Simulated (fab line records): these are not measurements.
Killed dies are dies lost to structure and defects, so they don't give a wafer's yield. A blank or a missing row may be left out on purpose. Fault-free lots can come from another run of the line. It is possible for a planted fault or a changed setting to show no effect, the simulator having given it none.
Which of the tools did it? + flow n5Finfet + Sampling: 10 lots, 27 wafers, 5 of 1938 route steps

## WHAT EACH GAUGE READ, for each wafer
N5_BEOL_M4_RC_MEAS_101. Usual: DIBL_N 36.0 mV/V, standard deviation 2.5; DIBL_P 36.2 mV/V, standard deviation 3; IOFF_N 0.16 nA/um, standard deviation 0.044; IOFF_P 0.21 nA/um, standard deviation 0.049; ION_N 671 uA/um, standard deviation 15; ION_P 461 uA/um, standard deviation 8.7; SS_N 71.5 mV/dec, standard deviation 0.72; SS_P 73.4 mV/dec, standard deviation 0.9; VT_N 251 mV, standard deviation 4.4; VT_P -250 mV, standard deviation 4.
| lot  | measured     | on        | DIBL_N (mV/V)  | DIBL_P (mV/V)  | IOFF_N (nA/um) | IOFF_P (nA/um) | ION_N (uA/um) | ION_P (uA/um) | SS_N (mV/dec)  | SS_P (mV/dec)  | VT_N (mV)   | VT_P (mV)      | flag |
|------|--------------|-----------|----------------|----------------|----------------|----------------|---------------|---------------|----------------|----------------|-------------|----------------|------|
| L929 | day 8 12:22  | prober-01 | 34.7 36.7 33.9 | 33.8 36.3 32.7 | 0.13 0.16 0.12 | 0.20 0.24 0.19 | 653 672 667   | 456 469 468   | 71.5 71.4 71.0 | 72.0 73.8 72.1 | 255 249 252 | -250 -243 -246 |      |
| L931 | day 8 21:51  | prober-01 | 39.1 36.2 35.8 | 39.3 36.5 34.4 | 0.23 0.17 0.16 | 0.27 0.23 0.20 | 683 688 659   | 463 468 451   | 73.2 71.3 71.9 | 74.2 73.4 73.2 | 247 248 249 | -246 -248 -248 |      |
| L932 | day 9 14:58  | prober-02 | 32.7 37.3 35.7 | 34.3 40.0 38.5 | 0.12 0.20 0.16 | 0.18 0.24 0.24 | 656 677 663   | 455 459 461   | 70.9 72.3 71.7 | 72.2 74.3 74.3 | 252 247 253 | -249 -249 -247 |      |
| L935 | day 10 03:35 | prober-01 | 36.4 34.6 35.0 | 36.8 33.4 35.4 | 0.15 0.11 0.12 | 0.20 0.16 0.20 | 678 653 669   | 464 452 468   | 71.5 70.4 71.6 | 73.5 72.5 72.8 | 252 255 255 | -251 -253 -252 |      |
| L937 | day 10 06:41 | prober-01 | 34.1 36.0 37.1 | 32.0 35.3 37.1 | 0.11 0.13 0.15 | 0.14 0.16 0.20 | 661 658 654   | 453 450 455   | 70.8 71.4 72.1 | 72.9 73.9 74.2 | 259 255 251 | -259 -258 -254 |      |
| L940 | day 11 11:53 | prober-02 | 36.6 38.0 30.6 | 36.2 37.7 28.6 | 0.16 0.18 0.08 | 0.21 0.22 0.11 | 666 680 656   | 452 460 446   | 71.6 71.9 70.4 | 73.5 74.1 71.3 | 252 249 259 | -250 -253 -260 |      |
| L941 | day 11 20:52 | prober-02 | 40.2 38.9 38.6 | 39.5 37.9 36.6 | 0.21 0.18 0.17 | 0.29 0.24 0.22 | 695 676 668   | 476 471 456   | 72.0 72.1 71.9 | 74.3 73.6 73.7 | 243 247 250 | -245 -248 -250 |      |
| L948 | day 12 22:44 | prober-01 | 33.0           | 31.1           | 0.10           | 0.15           | 653           | 454           | 71.0           | 71.9           | 258         | -255           |      |
| L949 | day 13 18:57 | prober-02 | 36.2 33.7 39.4 | 37.6 33.4 39.8 | 0.16 0.11 0.22 | 0.25 0.17 0.28 | 674 657 694   | 477 453 471   | 71.6 71.6 73.2 | 73.7 72.2 73.9 | 250 256 243 | -247 -254 -246 |      |
| L952 | day 14 06:51 | prober-02 | 37.1 34.0      | 38.2 34.5      | 0.17 0.12      | 0.21 0.16      | 685 675       | 470 460       | 71.1 70.8      | 74.5 73.5      | 253 252     | -253 -258      |      |

## WHAT TOOL EACH LOT RAN ON (gives the tool, then ch and the chambers of the sampled wafers, and finally the start)
| lot  | N5_BEOL_M2_ALD_98               | N5_BEOL_M2_VIA_ETCH_34            | N5_BEOL_M2_STRIP_97                          | N5_BEOL_M2_DEGAS_44         |
|------|---------------------------------|-----------------------------------|----------------------------------------------|-----------------------------|
| L929 | aldSin-03 ch 2,3, day 6 14:41   | rieDiel-01 ch 0,2, day 6 16:19    | rieDiel-01 ch 0,2, day 6 16:50 or earlier    | pvdSputter-01, day 6 16:50  |
| L931 | aldSin-02 ch 0,2, day 7 11:22   | rieDiel-01 ch 0,1,3, day 7 18:02  | rieDiel-01 ch 0,1,3, day 7 19:04 or earlier  | pvdSputter-02, day 7 19:04  |
| L932 | aldSin-04 ch 0,1, day 7 18:52   | rieDiel-05 ch 0,2,3, day 7 23:40  | rieDiel-05 ch 0,2,3, day 8 00:22 or earlier  | pvdSputter-02, day 8 00:22  |
| L935 | aldSin-04 ch 0,1, day 8 02:18   | rieDiel-01 ch 0,2,3, day 8 12:25  | rieDiel-01 ch 0,2,3, day 8 13:08 or earlier  | pvdSputter-02, day 8 13:08  |
| L937 | aldSin-03 ch 0,1, day 8 14:36   | rieDiel-02 ch 0,1,2, day 8 17:49  | rieDiel-02 ch 0,1,2, day 8 19:44 or earlier  | pvdSputter-02, day 8 19:44  |
| L940 | aldSin-03 ch 0,1,3, day 9 22:21 | rieDiel-05 ch 0,1,2, day 10 02:17 | rieDiel-05 ch 0,1,2, day 10 02:46 or earlier | pvdSputter-03, day 10 02:46 |
| L941 | aldSin-03 ch 0,2,3, day 9 22:26 | rieDiel-01 ch 1,2,3, day 10 18:31 | rieDiel-01 ch 1,2,3, day 10 19:14 or earlier | pvdSputter-03, day 10 19:14 |
| L948 | aldSin-03 ch 3, day 11 12:20    | rieDiel-01 ch 2, day 11 12:37     | rieDiel-01 ch 2, day 11 13:26 or earlier     | pvdSputter-03, day 11 13:26 |
| L949 | aldSin-03 ch 0,2, day 12 07:16  | rieDiel-02 ch 0,1,2, day 12 12:23 | rieDiel-02 ch 0,1,2, day 12 12:58 or earlier | pvdSputter-01, day 12 12:58 |
| L952 | aldSin-04 ch 1, day 12 18:15    | rieDiel-02 ch 0,2, day 12 18:55   | rieDiel-02 ch 0,2, day 12 20:58 or earlier   | pvdSputter-02, day 12 20:58 |
- N5_BEOL_M2_ALD_98: deposits SiO2, target thk 2.5 nm, pulse time 1 s, co reactant pulse time 1 s.
- N5_BEOL_M2_VIA_ETCH_34: etches the open film in C4F6/O2, target depth 69.4 nm, time 65.9 s.
- N5_BEOL_M2_STRIP_97: strips in N2/H2, time 10 s.
- N5_BEOL_M2_DEGAS_44: time 60 s.

## AS READ BY THE TOOLS THEMSELVES (means over the sampled wafers that have a number; for cases with no such wafer, the mark the record gives instead)
N5_BEOL_M2_ALD_98. Usual: heaterPowerW 78 W, standard deviation 12; precursorPulseHeightRel 1.003, standard deviation 0.02.
| lot  | tool      | heaterPowerW (W) | precursorPulseHeightRel | flag |
|------|-----------|------------------|-------------------------|------|
| L929 | aldSin-03 | 83               | 1.003                   |      |
| L931 | aldSin-02 | 70               | 0.997                   |      |
| L932 | aldSin-04 | 74               | 0.995                   |      |
| L935 | aldSin-04 | 77               | 0.994                   |      |
| L937 | aldSin-03 | 75               | 1.028                   |      |
| L940 | aldSin-03 | 83               | 1.028                   |      |
| L941 | aldSin-03 | 90               | 0.990                   |      |
| L948 | aldSin-03 | 83               | 1.026                   |      |
| L949 | aldSin-03 | 97               | 0.984                   |      |
| L952 | aldSin-04 | 84               | 0.998                   |      |

N5_BEOL_M2_VIA_ETCH_34. Usual: chamberPressureMTorr 15.001 mTorr, standard deviation 0.015; drypumpMotorCurrentA 5.8 A, standard deviation 0.43; oesProductAu 0.76 a.u., standard deviation 0.086; rfVppV 666 V, standard deviation 21; runLengthS 89.2 s, standard deviation 0.48; showerheadPlenumPTorr 2.85 Torr, standard deviation 0.091; throttleValvePct 30.9 %, standard deviation 0.39.
| lot  | tool       | chamberPressureMTorr (mTorr) | drypumpMotorCurrentA (A) | oesProductAu (a.u.) | rfVppV (V) | runLengthS (s) | showerheadPlenumPTorr (Torr) | throttleValvePct (%) | flag |
|------|------------|------------------------------|--------------------------|---------------------|------------|----------------|------------------------------|----------------------|------|
| L929 | rieDiel-01 | 15.004                       | 6.1                      | 0.72                | 644        | 89.7           | 2.79                         | 31.3                 |      |
| L931 | rieDiel-01 | 14.994                       | 6.2                      | 0.72                | 660        | 89.7           | 2.82                         | 30.8                 |      |
| L932 | rieDiel-05 | 15.003                       | 6.0                      | 0.71                | 667        | 89.4           | 2.83                         | 30.6                 |      |
| L935 | rieDiel-01 | 15.017                       | 5.9                      | 0.73                | 657        | 89.5           | 2.82                         | 31.1                 |      |
| L937 | rieDiel-02 | 15.000                       | 5.7                      | 0.76                | 668        | 88.9           | 2.81                         | 30.9                 |      |
| L940 | rieDiel-05 | 15.000                       | 5.7                      | 0.70                | 668        | 89.4           | 2.83                         | 30.9                 |      |
| L941 | rieDiel-01 | 15.002                       | 6.0                      | 0.80                | 671        | 84.7           | 2.88                         | 30.7                 | OFF  |
| L948 | rieDiel-01 | 15.012                       | 5.7                      | 0.73                | 685        | 89.1           | 2.91                         | 31.2                 |      |
| L949 | rieDiel-02 | 15.004                       | 5.6                      | 0.71                | 667        | 89.0           | 2.79                         | 30.9                 |      |
| L952 | rieDiel-02 | 15.000                       | 5.5                      | 0.72                | 660        | 89.0           | 2.83                         | 31.0                 |      |

N5_BEOL_M2_STRIP_97. Usual: chamberPressureMTorr 20.000 mTorr, standard deviation 0.019; drypumpMotorCurrentA 5.8 A, standard deviation 0.43; oesProductAu 0.76 a.u., standard deviation 0.082; rfVppV 59.3 V, standard deviation 0.89; showerheadPlenumPTorr 2.56 Torr, standard deviation 0.08; throttleValvePct 23.8 %, standard deviation 0.41.
| lot  | tool       | chamberPressureMTorr (mTorr) | drypumpMotorCurrentA (A) | oesProductAu (a.u.) | rfVppV (V) | showerheadPlenumPTorr (Torr) | throttleValvePct (%) | flag |
|------|------------|------------------------------|--------------------------|---------------------|------------|------------------------------|----------------------|------|
| L929 | rieDiel-01 | 19.989                       | 6.0                      | 0.72                | 58.3       | 2.49                         | 24.0                 |      |
| L931 | rieDiel-01 | 19.989                       | 6.2                      | 0.70                | 60.5       | 2.52                         | 23.7                 |      |
| L932 | rieDiel-05 | 19.995                       | 6.0                      | 0.71                | 59.1       | 2.52                         | 23.4                 |      |
| L935 | rieDiel-01 | 19.983                       | 5.9                      | 0.73                | 59.2       | 2.52                         | 24.0                 |      |
| L937 | rieDiel-02 | 19.990                       | 5.6                      | 0.76                | 58.5       | 2.53                         | 24.1                 |      |
| L940 | rieDiel-05 | 19.991                       | 5.7                      | 0.70                | 59.1       | 2.51                         | 23.7                 |      |
| L941 | rieDiel-01 | 20.018                       | 6.0                      | 0.78                | 59.4       | 2.59                         | 23.7                 |      |
| L948 | rieDiel-01 | 19.994                       | 5.7                      | 0.73                | 60.2       | 2.62                         | 24.2                 |      |
| L949 | rieDiel-02 | 20.003                       | 5.7                      | 0.73                | 59.0       | 2.51                         | 24.1                 |      |
| L952 | rieDiel-02 | 20.008                       | 5.5                      | 0.74                | 58.4       | 2.54                         | 24.1                 |      |

N5_BEOL_M2_DEGAS_44. Usual: heaterPowerW reads 337 W (standard deviation 23).
| lot  | tool          | heaterPowerW (W) | flag |
|------|---------------|------------------|------|
| L929 | pvdSputter-01 | 341              |      |
| L931 | pvdSputter-02 | 339              |      |
| L932 | pvdSputter-02 | 336              |      |
| L935 | pvdSputter-02 | 323              |      |
| L937 | pvdSputter-02 | 322              |      |
| L940 | pvdSputter-03 | 329              |      |
| L941 | pvdSputter-03 | 327              |      |
| L948 | pvdSputter-03 | 341              |      |
| L949 | pvdSputter-01 | 349              |      |
| L952 | pvdSputter-02 | 320              |      |

## THE ANSWER, worked out from the rows above alone
Rule: lot off if the mean of its wafers having a number is beyond 3 standard deviations from the usual mean. Also off: a lot with no number at a reading for which 4 or more lots have one. Any other lot the step has rows for is counted as sound. The gauges are gone through in route order, then the tools' own readings, and for those a lot's mean is taken as printed above. The first step at which some lot is off is used, and at that step the reading that is off furthest; a lot without a number counts as furthest.
Off: L941, at N5_BEOL_M2_VIA_ETCH_34 (runLengthS).
A tool fits if, at that step or a process step before it, it ran every lot that is off, and no sound lot after the first of them. No candidate that was tried fits.

## WHAT THE SIMULATOR HAD PUT IN
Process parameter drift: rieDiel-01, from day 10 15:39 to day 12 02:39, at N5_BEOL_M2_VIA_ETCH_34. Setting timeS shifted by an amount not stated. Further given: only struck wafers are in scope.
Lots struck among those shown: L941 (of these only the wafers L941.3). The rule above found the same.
